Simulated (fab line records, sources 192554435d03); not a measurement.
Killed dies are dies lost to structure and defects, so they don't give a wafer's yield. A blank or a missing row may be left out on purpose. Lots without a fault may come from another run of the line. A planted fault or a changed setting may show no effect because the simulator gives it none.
Chamber matching | flow n5_finfet | N5_BEOL_M6_ETCH_65 on rie_diel-03: 3 sister chambers
The step etches SiARC in CF4, target depth 15.6 nm, time 26 s. 14 wafers are shown with their chamber, then 7 later ones without.

WAFERS WITH THEIR CHAMBER
wafer  | chamber | showerhead_plenum_p_Torr (Torr) | drypump_motor_current_A (A) | throttle_valve_pct (%)
L077.1 | 1       | 2.27                            | 5.8                         | 15.33
L077.5 | 1       | 2.27                            | 5.8                         | 15.33
L077.6 | 0       | 2.20                            | 6.0                         | 16.00
L079.2 | 2       | 2.23                            | 5.6                         | 15.77
L079.4 | 2       | 2.23                            | 5.6                         | 15.80
L079.6 | 0       | 2.20                            | 6.0                         | 16.03
L080.1 | 1       | 2.26                            | 5.8                         | 15.34
L080.2 | 2       | 2.23                            | 5.6                         | 15.78
L080.5 | 0       | 2.20                            | 6.0                         | 16.02
L086.1 | 0       | 2.20                            | 6.0                         | 15.53
L086.3 | 2       | 2.23                            | 5.6                         | 15.80
L086.4 | 2       | 2.23                            | 5.7                         | 15.81
L088.1 | 1       | 2.26                            | 5.8                         | 15.38
L088.2 | 2       | 2.23                            | 5.7                         | 15.82

SIGNATURES (means of the wafers above)
reading                  | chamber 0 | chamber 1 | chamber 2 | scatter within a chamber
showerhead_plenum_p_Torr | 2.2000    | 2.2650    | 2.2300    | 0.00302
drypump_motor_current_A  | 6.000     | 5.800     | 5.633     | 0.0348
throttle_valve_pct       | 15.8950   | 15.3450   | 15.7967   | 0.128
Rule: a wafer's distance from a chamber is the root of the sum, over the readings, of the square of ((its reading less the chamber's mean) divided by the reading's scatter). The wafer belongs to the nearest chamber; if the next one is less than 2 further off, it can't be placed. The scatter: the root of (the sum of the squares of (reading less its chamber's mean) over the shown wafers, divided by (wafers less chambers)).

WAFERS WITHOUT THEIR CHAMBER
wafer  | showerhead_plenum_p_Torr (Torr) | drypump_motor_current_A (A) | throttle_valve_pct (%)
L088.3 | 2.20                            | 6.0                         | 15.54
L089.1 | 2.22                            | 5.7                         | 15.82
L089.4 | 2.26                            | 5.8                         | 15.38
L089.6 | 2.19                            | 6.0                         | 15.54
L091.1 | 2.19                            | 6.0                         | 15.56
L091.4 | 2.25                            | 5.8                         | 15.38
L091.5 | 2.19                            | 6.0                         | 15.56

WHICH CHAMBER EACH WENT THROUGH
wafer  | from the rows above | in truth
L088.3 | 0                   | 0
L089.1 | 2                   | 2
L089.4 | 1                   | 1
L089.6 | 0                   | 0
L091.1 | 0                   | 0
L091.4 | 1                   | 1
L091.5 | 0                   | 0
Placed correctly: 7 of 7. Can't be placed from these rows: 0. Placed wrongly: 0.
